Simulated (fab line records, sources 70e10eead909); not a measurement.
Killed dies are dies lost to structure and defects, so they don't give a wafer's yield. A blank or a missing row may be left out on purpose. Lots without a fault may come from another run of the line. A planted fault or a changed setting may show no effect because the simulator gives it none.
Chamber matching | flow nand_harc | NHARC_A_STAIRCASE_ETCHBACK_422 on rie_diel-12: 4 sister chambers
The step etches the open film in CH3F/O2, target depth 40 nm, time 74.286 s. 20 wafers are shown with their chamber, then 10 later ones without.

WAFERS WITH THEIR CHAMBER
wafer  | chamber | showerhead_plenum_p_Torr (Torr) | drypump_motor_current_A (A) | rf_vpp_V (V)
L076.1 | 0       | 2.30                            | 6.7                         | 242.3
L076.5 | 0       | 2.30                            | 6.7                         | 241.9
L076.6 | 3       | 2.41                            | 5.4                         | 244.0
L080.3 | 3       | 2.41                            | 5.3                         | 244.4
L080.4 | 2       | 2.40                            | 5.8                         | 243.8
L080.6 | 0       | 2.30                            | 6.8                         | 241.6
L082.1 | 1       | 2.38                            | 6.2                         | 243.0
L082.4 | 3       | 2.40                            | 5.4                         | 244.3
L082.5 | 1       | 2.38                            | 6.2                         | 243.9
L084.2 | 3       | 2.40                            | 5.4                         | 243.2
L084.3 | 2       | 2.40                            | 5.9                         | 244.2
L084.4 | 0       | 2.29                            | 6.7                         | 242.2
L083.1 | 1       | 2.38                            | 6.2                         | 243.8
L083.2 | 2       | 2.40                            | 5.8                         | 243.8
L083.6 | 3       | 2.40                            | 5.3                         | 243.6
L086.1 | 3       | 2.40                            | 5.4                         | 242.8
L086.2 | 0       | 2.29                            | 6.7                         | 242.5
L086.5 | 2       | 2.40                            | 5.8                         | 242.5
L087.1 | 2       | 2.40                            | 5.9                         | 244.3
L087.2 | 0       | 2.29                            | 6.7                         | 242.2

SIGNATURES (means of the wafers above)
reading                  | chamber 0 | chamber 1 | chamber 2 | chamber 3 | scatter within a chamber
showerhead_plenum_p_Torr | 2.2950    | 2.3800    | 2.4000    | 2.4033    | 0.00421
drypump_motor_current_A  | 6.717     | 6.200     | 5.840     | 5.367     | 0.0459
rf_vpp_V                 | 242.117   | 243.567   | 243.720   | 243.717   | 0.563
Rule: a wafer's distance from a chamber is the root of the sum, over the readings, of the square of ((its reading less the chamber's mean) divided by the reading's scatter). The wafer belongs to the nearest chamber; if the next one is less than 2 further off, it can't be placed. The scatter: the root of (the sum of the squares of (reading less its chamber's mean) over the shown wafers, divided by (wafers less chambers)).

WAFERS WITHOUT THEIR CHAMBER
wafer  | showerhead_plenum_p_Torr (Torr) | drypump_motor_current_A (A) | rf_vpp_V (V)
L087.3 | 2.40                            | 5.4                         | 243.6
L088.1 | 2.39                            | 5.4                         | 243.3
L088.3 | 2.39                            | 5.8                         | 243.4
L088.4 | 2.39                            | 5.9                         | 243.1
L094.1 | 2.37                            | 6.1                         | 242.0
L094.4 | 2.39                            | 5.3                         | 244.1
L094.5 | 2.39                            | 5.8                         | 243.4
L096.1 | 2.38                            | 5.9                         | 244.0
L096.2 | 2.37                            | 6.1                         | 243.2
L096.3 | 2.66                            | 6.8                         | 246.9

WHICH CHAMBER EACH WENT THROUGH
wafer  | from the rows above     | in truth
L087.3 | 3                       | 3
L088.1 | 3                       | 3
L088.3 | 2                       | 2
L088.4 | 2                       | 2
L094.1 | 1                       | 1
L094.4 | 3                       | 3
L094.5 | 2                       | 2
L096.1 | can't be placed: 2 or 1 | 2
L096.2 | 1                       | 1
L096.3 | 2                       | 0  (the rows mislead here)
Placed correctly: 8 of 10. Can't be placed from these rows: 1 (the true chamber is among the candidates in 1). Placed wrongly: 1.
